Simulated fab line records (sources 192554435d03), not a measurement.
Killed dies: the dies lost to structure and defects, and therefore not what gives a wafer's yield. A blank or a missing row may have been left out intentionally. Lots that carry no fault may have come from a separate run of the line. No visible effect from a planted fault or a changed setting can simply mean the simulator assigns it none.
fab line records	flow n5-finfet	part 1 of 2: steps 1 to 23 of 32
record: lots: 5	wafers: 15	last-day: 17
route steps=1938 shown BEOL_M2@897
lots untouched by any fault: they come from a run of this same line in which no faults occurred
start-h: start of the lot's first displayed wafer, in hours after the record's first day	wait-h: how many hours have passed since the lot's step before this one	" the same as in the row above	L1.1+2: a row that stands for several wafers	- no value, or no start given	* or withheld: withheld	< > ~ a bound
route shown NAME@n: NAME is a module with steps in the file, n the number in the route of the first one	usual: the fault-free wafers' mean and standard deviation	same: alike in all rows	chamber/n: place in a boat	sites: per-site readings	_std_site: the standard deviation of these	_edge_site: the outer-site mean with the inner-site mean subtracted	radius-mm: how far each site lies from the wafer's centre	mask NAME#n: copy n	behind: the tool/chamber that last shaped the wafer	hold: why the lot was held/for how many hours/how that ended	device: names the non-switching transistor (n, p or np)	end of line: at the end of the route, the tests of the same wafers	step lacking rows: just its recipe	killed: the dies lost at the first sort to structure and to defects; this is not the yield of the wafer	map: shows each die of a wafer: x if killed, . if not, _ if none is there
set.NAME: the run value of the setting; set.NAME@STEP: its run value at that earlier step	model.NAME: the simulator's own value behind a step, which no gauge read
lots at some steps of the route; a table a step, a row a wafer
services: a tool's chamber out of use, with start hour (start-h, from the record's first day; less than 0 if before it), hours out, and reason
== steps ==
step: N5_BEOL_M2_SRD_43
recipe: time-s: 30	temp-c: 23	rinse-liquid: diw	dry: ipa-marangoni
usual: do-supply-ppb: 10.01/0.097
lot.wafer	tool	chamber	start-h	wait-h	do-supply-ppb
L078.2	wet-bench-01	3	158.15	0.0	10.03
L078.5	"	6	"	"	9.98
L078.6	"	4	"	"	9.91
L085.2	wet-bench-01	2	200.04	0.0	9.95
L085.4	"	0	"	"	9.94
L085.6	"	1	"	"	9.90
L089.3	wet-bench-05	7	228.87	0.0	10.17
L089.4	"	6	"	"	10.25
L089.5	"	5	"	"	10.04
L091.2	wet-bench-05	1	242.74	0.0	10.01
L091.3	"	0	"	"	9.93
L091.4	"	7	"	"	9.99
L093.1	wet-bench-01	2	261.24	0.0	10.03
L093.3	"	3	"	"	10.03
L093.6	"	4	"	"	10.05
step: N5_BEOL_M2_CD_MEAS_35
recipe: target-cd-nm: 18	target-cd-y-nm: 22.2	polarity: opening
usual: cd-nm: 18.1/0.5
lot.wafer	tool	chamber	start-h	wait-h	cd-nm
L078.2	cd-sem-01	-	158.19	0.0	17.9
L078.5	"	-	"	"	17.3
L078.6	"	-	"	"	18.6
L085.2	cd-sem-01	-	200.08	0.0	18.5
L085.4	"	-	"	"	18.1
L085.6	"	-	"	"	17.7
L089.3	cd-sem-02	-	228.91	0.0	18.3
L089.4	"	-	"	"	18.3
L089.5	"	-	"	"	18.1
L091.2	cd-sem-01	-	242.78	0.0	18.3
L091.3	"	-	"	"	18.4
L091.4	"	-	"	"	18.6
L093.1	cd-sem-03	-	261.27	0.0	16.8
L093.3	"	-	"	"	17.4
L093.6	"	-	"	"	17.4
step: N5_BEOL_M2_DEGAS_44
recipe: ambient: vacuum	temp-c: 250	time-s: 60
usual: heater-power-w: 328/33
lot.wafer	tool	chamber	start-h	wait-h	heater-power-w
L078.2	pvd-sputter-02	-	158.32	0.1	288
L078.5	"	-	"	"	345
L078.6	"	-	"	"	292
L085.2	pvd-sputter-01	-	200.71	0.6	357
L085.4	"	-	"	"	380
L085.6	"	-	"	"	380
L089.3	pvd-sputter-03	-	228.95	0.0	372
L089.4	"	-	"	"	364
L089.5	"	-	"	"	382
L091.2	pvd-sputter-01	-	244.55	1.8	287
L091.3	"	-	"	"	326
L091.4	"	-	"	"	363
L093.1	pvd-sputter-03	-	261.69	0.4	323
L093.3	"	-	"	"	309
L093.6	"	-	"	"	333
step: N5_BEOL_M2_PRE_CLEAN_45
recipe: gas: H2/He	time-s: 30	temp-c: 250
usual: heater-power-w: 327/33
lot.wafer	tool	chamber	start-h	wait-h	heater-power-w
L078.2	pvd-sputter-02	-	158.36	0.0	293
L078.5	"	-	"	"	353
L078.6	"	-	"	"	290
L085.2	pvd-sputter-01	-	200.75	0.0	350
L085.4	"	-	"	"	379
L085.6	"	-	"	"	382
L089.3	pvd-sputter-03	-	228.99	0.0	377
L089.4	"	-	"	"	350
L089.5	"	-	"	"	372
L091.2	pvd-sputter-01	-	244.59	0.0	279
L091.3	"	-	"	"	332
L091.4	"	-	"	"	379
L093.1	pvd-sputter-03	-	261.73	0.0	333
L093.3	"	-	"	"	318
L093.6	"	-	"	"	328
step: N5_BEOL_M2_ALD_84
recipe: material: TaN	target-thk-a: *	temp-c: 275	ald-precursor-family: PDMAT	ald-co-reactant: NH3	pressure-torr: 3	carrier-flow-sccm: 1500	pulse-time-s: 2	purge-time-s: 3	co-reactant-purge-time-s: 2	co-reactant-pulse-time-s: 3	ald-cycles: 30	precursor-vessel-temp-c: 75	precursor-vessel-pressure-torr: 26.25	precursor-vessel-carrier-sccm: 1000
usual: heater-power-w: 420/20
lot.wafer	tool	chamber	start-h	wait-h	heater-power-w
L078.2	ald-metal-02	2	158.42	0.0	435
L078.5	"	2	"	"	437
L078.6	"	3	"	"	392
L085.2	ald-metal-01	2	200.81	0.0	435
L085.4	"	1	"	"	409
L085.6	"	0	"	"	407
L089.3	ald-metal-01	3	229.05	0.0	403
L089.4	"	0	"	"	404
L089.5	"	0	"	"	403
L091.2	ald-metal-01	3	244.70	0.1	417
L091.3	"	0	"	"	401
L091.4	"	1	"	"	405
L093.1	ald-metal-02	0	261.79	0.0	428
L093.3	"	1	"	"	445
L093.6	"	3	"	"	402
step: N5_BEOL_M2_SURFACE_TREAT_85
recipe: gas: Ar	time-s: *	ion-energy-ev: *	ion-current-ma-cm2: 0.5	pressure-mtorr: *	ar-flow-sccm: 30
usual: throttle-valve-pct: *
lot.wafer	tool	chamber	start-h	wait-h	throttle-valve-pct
L078.2	pvd-sputter-03	-	158.65	0.1	*
L078.5	"	-	"	"	*
L078.6	"	-	"	"	*
L085.2	pvd-sputter-02	-	201.04	0.1	*
L085.4	"	-	"	"	*
L085.6	"	-	"	"	*
L089.3	pvd-sputter-03	-	229.30	0.1	*
L089.4	"	-	"	"	*
L089.5	"	-	"	"	*
L091.2	pvd-sputter-01	-	245.03	0.2	*
L091.3	"	-	"	"	*
L091.4	"	-	"	"	*
L093.1	pvd-sputter-02	-	262.02	0.1	*
L093.3	"	-	"	"	*
L093.6	"	-	"	"	*
step: N5_BEOL_M2_CVD_47
recipe: material: Co	target-thk-a: 30	temp-c: withheld	precursor: CCTBA/H2	pressure-torr: 30	time-s: 223.8
lot.wafer	tool	chamber	start-h	wait-h
L078.2+5+6	cvd-co-01	2,1,2	158.76	0.1
L085.2+4+6	cvd-co-02	1,2,1	201.10	0.0
L089.3+4+5	cvd-co-01	0,2,0	229.36	0.0
L091.2+3+4	cvd-co-01	0,1,2	245.09	0.0
L093.1+3+6	cvd-co-02	0,1,0	262.08	0.0
step: N5_BEOL_M2_SPUTTER_48
recipe: material: Cu	target-thk-a: 45	temp-c: -20	chamber-pressure-pa: 0.07	power-w: withheld	time-s: 8.29
usual: chamber-pressure-pa: 0.06999/0.00014	chuck-sensor-temp-C: -16.0/0.38	throttle-valve-pct: 30.0/0.91
lot.wafer	tool	chamber	start-h	wait-h	chamber-pressure-pa	chuck-sensor-temp-C	throttle-valve-pct
L078.2	pvd-sputter-02	-	160.60	1.8	0.07028	-15.9	31.8
L078.5	"	-	"	"	0.07011	-16.1	29.5
L078.6	"	-	"	"	0.06999	-16.0	29.7
L085.2	pvd-sputter-01	-	201.26	0.1	0.06991	-16.0	29.3
L085.4	"	-	"	"	0.07013	-16.2	30.1
L085.6	"	-	"	"	0.06992	-16.2	29.0
L089.3	pvd-sputter-03	-	229.82	0.4	0.07003	-15.4	29.8
L089.4	"	-	"	"	0.07008	-16.5	30.1
L089.5	"	-	"	"	0.07007	-16.5	30.0
L091.2	pvd-sputter-03	-	245.32	0.2	0.07021	-15.3	29.7
L091.3	"	-	"	"	0.06993	-16.5	30.3
L091.4	"	-	"	"	0.07004	-16.5	31.9
L093.1	pvd-sputter-03	-	262.33	0.2	0.06996	-15.5	30.4
L093.3	"	-	"	"	0.06969	-16.5	30.3
L093.6	"	-	"	"	0.0699	-16.5	31.6
step: N5_BEOL_M2_ANNEAL_49
recipe: temp-c: 400	time-s: 240	ambient: vacuum
usual: heater-power-w: 830/79
lot.wafer	tool	chamber	start-h	wait-h	heater-power-w
L078.2	pvd-sputter-02	-	160.68	0.0	734
L078.5	"	-	"	"	708
L078.6	"	-	"	"	859
L085.2	pvd-sputter-01	-	201.34	0.0	800
L085.4	"	-	"	"	903
L085.6	"	-	"	"	786
L089.3	pvd-sputter-03	-	229.90	0.0	788
L089.4	"	-	"	"	908
L089.5	"	-	"	"	911
L091.2	pvd-sputter-03	-	245.40	0.0	780
L091.3	"	-	"	"	892
L091.4	"	-	"	"	838
L093.1	pvd-sputter-03	-	262.41	0.0	929
L093.3	"	-	"	"	906
L093.6	"	-	"	"	816
step: N5_BEOL_M2_SPUTTER_79
recipe: material: Cu	target-thk-a: 45	temp-c: -20	chamber-pressure-pa: 0.07	power-w: withheld	time-s: 8.29
usual: chamber-pressure-pa: 0.07/0.00012	chuck-sensor-temp-C: -16.0/0.36	throttle-valve-pct: 30.1/0.92
lot.wafer	tool	chamber	start-h	wait-h	chamber-pressure-pa	chuck-sensor-temp-C	throttle-valve-pct
L078.2	pvd-sputter-02	-	160.82	0.1	0.07008	-16.2	32.3
L078.5	"	-	"	"	0.06991	-16.0	29.6
L078.6	"	-	"	"	0.07001	-16.1	29.8
L085.2	pvd-sputter-01	-	201.48	0.1	0.07	-16.3	29.3
L085.4	"	-	"	"	0.06998	-15.9	29.9
L085.6	"	-	"	"	0.07004	-16.2	29.3
L089.3	pvd-sputter-03	-	230.04	0.1	0.07021	-15.2	29.7
L089.4	"	-	"	"	0.06989	-16.2	30.2
L089.5	"	-	"	"	0.07	-16.4	30.2
L091.2	pvd-sputter-03	-	245.54	0.1	0.07009	-15.2	29.6
L091.3	"	-	"	"	0.06999	-16.4	30.2
L091.4	"	-	"	"	0.07009	-16.5	31.7
L093.1	pvd-sputter-03	-	262.55	0.1	0.06974	-15.6	30.4
L093.3	"	-	"	"	0.06983	-16.4	30.3
L093.6	"	-	"	"	0.07025	-16.5	31.5
step: N5_BEOL_M2_ANNEAL_80
recipe: temp-c: 400	time-s: 240	ambient: vacuum
usual: heater-power-w: 831/80
lot.wafer	tool	chamber	start-h	wait-h	heater-power-w
L078.2	pvd-sputter-02	-	160.90	0.0	730
L078.5	"	-	"	"	708
L078.6	"	-	"	"	839
L085.2	pvd-sputter-01	-	201.56	0.0	808
L085.4	"	-	"	"	897
L085.6	"	-	"	"	790
L089.3	pvd-sputter-03	-	230.12	0.0	785
L089.4	"	-	"	"	897
L089.5	"	-	"	"	923
L091.2	pvd-sputter-03	-	245.62	0.0	798
L091.3	"	-	"	"	886
L091.4	"	-	"	"	806
L093.1	pvd-sputter-03	-	262.63	0.0	931
L093.3	"	-	"	"	914
L093.6	"	-	"	"	813
step: N5_BEOL_M2_SPUTTER_81
recipe: material: Cu	target-thk-a: 45	temp-c: -20	chamber-pressure-pa: 0.07	power-w: withheld	time-s: 8.29
usual: chamber-pressure-pa: 0.07002/0.00015	chuck-sensor-temp-C: -16.0/0.37	throttle-valve-pct: 30.0/0.9
lot.wafer	tool	chamber	start-h	wait-h	chamber-pressure-pa	chuck-sensor-temp-C	throttle-valve-pct
L078.2	pvd-sputter-02	-	161.04	0.1	0.06969	-16.3	32.1
L078.5	"	-	"	"	0.06999	-16.0	29.6
L078.6	"	-	"	"	0.07021	-16.1	29.8
L085.2	pvd-sputter-01	-	201.70	0.1	0.07005	-16.1	29.2
L085.4	"	-	"	"	0.07026	-16.1	29.9
L085.6	"	-	"	"	0.07008	-16.2	29.1
L089.3	pvd-sputter-03	-	230.26	0.1	0.06998	-15.3	29.7
L089.4	"	-	"	"	0.07004	-16.5	30.3
L089.5	"	-	"	"	0.06993	-16.5	30.2
L091.2	pvd-sputter-03	-	245.76	0.1	0.06996	-15.2	29.9
L091.3	"	-	"	"	0.06997	-16.5	30.2
L091.4	"	-	"	"	0.0701	-16.5	31.9
L093.1	pvd-sputter-03	-	262.77	0.1	0.07025	-15.5	30.8
L093.3	"	-	"	"	0.0699	-16.5	30.1
L093.6	"	-	"	"	0.06991	-16.5	31.5
step: N5_BEOL_M2_ANNEAL_82
recipe: temp-c: 400	time-s: 240	ambient: vacuum
usual: heater-power-w: 832/82
lot.wafer	tool	chamber	start-h	wait-h	heater-power-w
L078.2	pvd-sputter-02	-	161.12	0.0	723
L078.5	"	-	"	"	713
L078.6	"	-	"	"	877
L085.2	pvd-sputter-01	-	201.78	0.0	807
L085.4	"	-	"	"	856
L085.6	"	-	"	"	804
L089.3	pvd-sputter-03	-	230.34	0.0	799
L089.4	"	-	"	"	926
L089.5	"	-	"	"	906
L091.2	pvd-sputter-03	-	245.84	0.0	782
L091.3	"	-	"	"	905
L091.4	"	-	"	"	833
L093.1	pvd-sputter-03	-	262.85	0.0	937
L093.3	"	-	"	"	897
L093.6	"	-	"	"	811
step: N5_BEOL_M2_SPUTTER_86
recipe: material: Cu	target-thk-a: 45	temp-c: -20	chamber-pressure-pa: 0.07	power-w: withheld	time-s: 8.29
usual: chamber-pressure-pa: 0.07/0.00012	chuck-sensor-temp-C: -16.0/0.37	throttle-valve-pct: 30.0/0.9
lot.wafer	tool	chamber	start-h	wait-h	chamber-pressure-pa	chuck-sensor-temp-C	throttle-valve-pct
L078.2	pvd-sputter-02	-	161.26	0.1	0.06988	-16.0	32.2
L078.5	"	-	"	"	0.06988	-16.0	29.5
L078.6	"	-	"	"	0.06995	-16.1	29.8
L085.2	pvd-sputter-01	-	201.92	0.1	0.06992	-16.2	29.5
L085.4	"	-	"	"	0.07	-16.2	30.2
L085.6	"	-	"	"	0.07012	-16.2	29.3
L089.3	pvd-sputter-03	-	230.48	0.1	0.06998	-15.4	29.5
L089.4	"	-	"	"	0.07011	-16.5	30.5
L089.5	"	-	"	"	0.07008	-16.4	30.1
L091.2	pvd-sputter-03	-	245.98	0.1	0.06979	-15.4	29.8
L091.3	"	-	"	"	0.07013	-16.4	30.1
L091.4	"	-	"	"	0.06981	-16.4	31.4
L093.1	pvd-sputter-03	-	262.99	0.1	0.06991	-15.8	30.1
L093.3	"	-	"	"	0.07012	-16.4	29.9
L093.6	"	-	"	"	0.07005	-16.5	31.9
step: N5_BEOL_M2_ANNEAL_87
recipe: temp-c: 400	time-s: 240	ambient: vacuum
usual: heater-power-w: 831/78
lot.wafer	tool	chamber	start-h	wait-h	heater-power-w
L078.2	pvd-sputter-02	-	161.34	0.0	745
L078.5	"	-	"	"	730
L078.6	"	-	"	"	873
L085.2	pvd-sputter-01	-	202.00	0.0	798
L085.4	"	-	"	"	851
L085.6	"	-	"	"	793
L089.3	pvd-sputter-03	-	230.56	0.0	767
L089.4	"	-	"	"	895
L089.5	"	-	"	"	912
L091.2	pvd-sputter-03	-	246.06	0.0	792
L091.3	"	-	"	"	921
L091.4	"	-	"	"	816
L093.1	pvd-sputter-03	-	263.07	0.0	934
L093.3	"	-	"	"	907
L093.6	"	-	"	"	796
step: N5_BEOL_M2_SPUTTER_88
recipe: material: Cu	target-thk-a: 45	temp-c: -20	chamber-pressure-pa: 0.07	power-w: withheld	time-s: 8.29
usual: chamber-pressure-pa: 0.07002/0.00013	chuck-sensor-temp-C: -16.0/0.36	throttle-valve-pct: 30.1/0.91
lot.wafer	tool	chamber	start-h	wait-h	chamber-pressure-pa	chuck-sensor-temp-C	throttle-valve-pct
L078.2	pvd-sputter-02	-	161.48	0.1	0.06991	-16.1	32.2
L078.5	"	-	"	"	0.06984	-15.9	29.6
L078.6	"	-	"	"	0.06996	-16.1	29.7
L085.2	pvd-sputter-01	-	202.14	0.1	0.07016	-16.3	29.3
L085.4	"	-	"	"	0.06985	-16.3	30.0
L085.6	"	-	"	"	0.07014	-16.0	29.4
L089.3	pvd-sputter-03	-	230.70	0.1	0.06992	-15.5	29.9
L089.4	"	-	"	"	0.06983	-16.5	30.1
L089.5	"	-	"	"	0.06993	-16.4	30.1
L091.2	pvd-sputter-03	-	246.20	0.1	0.06999	-15.4	29.9
L091.3	"	-	"	"	0.07006	-16.6	30.2
L091.4	"	-	"	"	0.07016	-16.5	31.9
L093.1	pvd-sputter-03	-	263.21	0.1	0.06986	-15.6	30.2
L093.3	"	-	"	"	0.06987	-16.4	30.3
L093.6	"	-	"	"	0.07007	-16.5	31.6
step: N5_BEOL_M2_ANNEAL_89
recipe: temp-c: 400	time-s: 240	ambient: vacuum
usual: heater-power-w: 833/81
lot.wafer	tool	chamber	start-h	wait-h	heater-power-w
L078.2	pvd-sputter-02	-	161.56	0.0	761
L078.5	"	-	"	"	705
L078.6	"	-	"	"	877
L085.2	pvd-sputter-01	-	202.22	0.0	810
L085.4	"	-	"	"	883
L085.6	"	-	"	"	819
L089.3	pvd-sputter-03	-	230.78	0.0	790
L089.4	"	-	"	"	913
L089.5	"	-	"	"	913
L091.2	pvd-sputter-03	-	246.28	0.0	798
L091.3	"	-	"	"	910
L091.4	"	-	"	"	826
L093.1	pvd-sputter-03	-	263.29	0.0	937
L093.3	"	-	"	"	898
L093.6	"	-	"	"	829
step: N5_BEOL_M2_SPUTTER_90
recipe: material: Cu	target-thk-a: 45	temp-c: -20	chamber-pressure-pa: 0.07	power-w: withheld	time-s: 8.29
usual: chamber-pressure-pa: 0.07/0.00015	chuck-sensor-temp-C: -16.0/0.36	throttle-valve-pct: 30.1/0.92
lot.wafer	tool	chamber	start-h	wait-h	chamber-pressure-pa	chuck-sensor-temp-C	throttle-valve-pct
L078.2	pvd-sputter-02	-	161.70	0.1	0.07001	-16.3	32.4
L078.5	"	-	"	"	0.06991	-15.9	29.8
L078.6	"	-	"	"	0.07001	-16.1	29.9
L085.2	pvd-sputter-01	-	202.36	0.1	0.06986	-16.3	29.2
L085.4	"	-	"	"	0.07003	-16.1	30.0
L085.6	"	-	"	"	0.06985	-16.1	29.3
L089.3	pvd-sputter-03	-	230.92	0.1	0.07012	-15.5	29.7
L089.4	"	-	"	"	0.06997	-16.5	30.1
L089.5	"	-	"	"	0.07	-16.4	30.0
L091.2	pvd-sputter-03	-	246.42	0.1	0.07016	-15.3	29.6
L091.3	"	-	"	"	0.07003	-16.6	30.2
L091.4	"	-	"	"	0.07018	-16.3	32.0
L093.1	pvd-sputter-03	-	263.43	0.1	0.06999	-15.7	30.3
L093.3	"	-	"	"	0.07	-16.5	30.2
L093.6	"	-	"	"	0.06971	-16.6	31.6
step: N5_BEOL_M2_ANNEAL_91
recipe: temp-c: 400	time-s: 240	ambient: vacuum
usual: heater-power-w: 831/80
lot.wafer	tool	chamber	start-h	wait-h	heater-power-w
L078.2	pvd-sputter-02	-	161.78	0.0	761
L078.5	"	-	"	"	726
L078.6	"	-	"	"	867
L085.2	pvd-sputter-01	-	202.44	0.0	816
L085.4	"	-	"	"	878
L085.6	"	-	"	"	800
L089.3	pvd-sputter-03	-	231.00	0.0	786
L089.4	"	-	"	"	911
L089.5	"	-	"	"	895
L091.2	pvd-sputter-03	-	246.50	0.0	785
L091.3	"	-	"	"	873
L091.4	"	-	"	"	809
L093.1	pvd-sputter-03	-	263.51	0.0	949
L093.3	"	-	"	"	903
L093.6	"	-	"	"	812
step: N5_BEOL_M2_SPUTTER_92
recipe: material: Cu	target-thk-a: 45	temp-c: -20	chamber-pressure-pa: 0.07	power-w: withheld	time-s: 8.29
usual: chamber-pressure-pa: 0.07003/0.00015	chuck-sensor-temp-C: -16.0/0.38	throttle-valve-pct: 30.1/0.9
lot.wafer	tool	chamber	start-h	wait-h	chamber-pressure-pa	chuck-sensor-temp-C	throttle-valve-pct
L078.2	pvd-sputter-02	-	161.92	0.1	0.07012	-16.1	32.2
L078.5	"	-	"	"	0.07015	-15.9	29.7
L078.6	"	-	"	"	0.07021	-16.1	29.5
L085.2	pvd-sputter-01	-	202.58	0.1	0.07002	-16.3	29.3
L085.4	"	-	"	"	0.06993	-16.2	29.7
L085.6	"	-	"	"	0.07001	-16.2	29.2
L089.3	pvd-sputter-03	-	231.14	0.1	0.07014	-15.3	29.7
L089.4	"	-	"	"	0.07	-16.6	30.3
L089.5	"	-	"	"	0.07006	-16.5	30.4
L091.2	pvd-sputter-03	-	246.64	0.1	0.07012	-15.4	29.6
L091.3	"	-	"	"	0.06993	-16.5	30.3
L091.4	"	-	"	"	0.07029	-16.4	31.5
L093.1	pvd-sputter-03	-	263.65	0.1	0.06992	-15.6	30.6
L093.3	"	-	"	"	0.06995	-16.3	30.4
L093.6	"	-	"	"	0.07008	-16.4	31.6
step: N5_BEOL_M2_ANNEAL_93
recipe: temp-c: 400	time-s: 240	ambient: vacuum
usual: heater-power-w: 831/79
lot.wafer	tool	chamber	start-h	wait-h	heater-power-w
L078.2	pvd-sputter-02	-	162.00	0.0	745
L078.5	"	-	"	"	722
L078.6	"	-	"	"	874
L085.2	pvd-sputter-01	-	202.66	0.0	796
L085.4	"	-	"	"	862
L085.6	"	-	"	"	795
L089.3	pvd-sputter-03	-	231.22	0.0	807
L089.4	"	-	"	"	924
L089.5	"	-	"	"	901
L091.2	pvd-sputter-03	-	246.72	0.0	779
L091.3	"	-	"	"	918
L091.4	"	-	"	"	817
L093.1	pvd-sputter-03	-	263.73	0.0	958
L093.3	"	-	"	"	898
L093.6	"	-	"	"	827
step: N5_BEOL_M2_SPUTTER_94
recipe: material: Cu	target-thk-a: 45	temp-c: -20	chamber-pressure-pa: 0.07	power-w: withheld	time-s: 8.29
usual: chamber-pressure-pa: 0.07/0.00013	chuck-sensor-temp-C: -16.0/0.36	throttle-valve-pct: 30.0/0.92
lot.wafer	tool	chamber	start-h	wait-h	chamber-pressure-pa	chuck-sensor-temp-C	throttle-valve-pct
L078.2	pvd-sputter-02	-	162.14	0.1	0.07001	-16.1	32.0
L078.5	"	-	"	"	0.06972	-15.9	29.6
L078.6	"	-	"	"	0.07021	-15.9	29.5
L085.2	pvd-sputter-01	-	202.80	0.1	0.07005	-16.4	29.1
L085.4	"	-	"	"	0.06992	-16.1	29.9
L085.6	"	-	"	"	0.0701	-16.3	29.1
L089.3	pvd-sputter-03	-	231.36	0.1	0.07006	-15.3	29.6
L089.4	"	-	"	"	0.07031	-16.4	30.2
L089.5	"	-	"	"	0.07034	-16.7	30.5
L091.2	pvd-sputter-03	-	246.86	0.1	0.07014	-15.5	29.5
L091.3	"	-	"	"	0.06986	-16.4	30.1
L091.4	"	-	"	"	0.06997	-16.4	31.7
L093.1	pvd-sputter-03	-	263.87	0.1	0.07008	-15.7	30.5
L093.3	"	-	"	"	0.06991	-16.4	30.4
L093.6	"	-	"	"	0.07025	-16.4	31.6
step: N5_BEOL_M2_ANNEAL_95
recipe: temp-c: 400	time-s: 240	ambient: vacuum
usual: heater-power-w: 833/80
lot.wafer	tool	chamber	start-h	wait-h	heater-power-w
L078.2	pvd-sputter-02	-	162.22	0.0	754
L078.5	"	-	"	"	715
L078.6	"	-	"	"	876
L085.2	pvd-sputter-01	-	202.88	0.0	809
L085.4	"	-	"	"	883
L085.6	"	-	"	"	807
L089.3	pvd-sputter-03	-	231.44	0.0	795
L089.4	"	-	"	"	911
L089.5	"	-	"	"	901
L091.2	pvd-sputter-03	-	246.94	0.0	805
L091.3	"	-	"	"	899
L091.4	"	-	"	"	829
L093.1	pvd-sputter-03	-	263.95	0.0	912
L093.3	"	-	"	"	901
L093.6	"	-	"	"	817
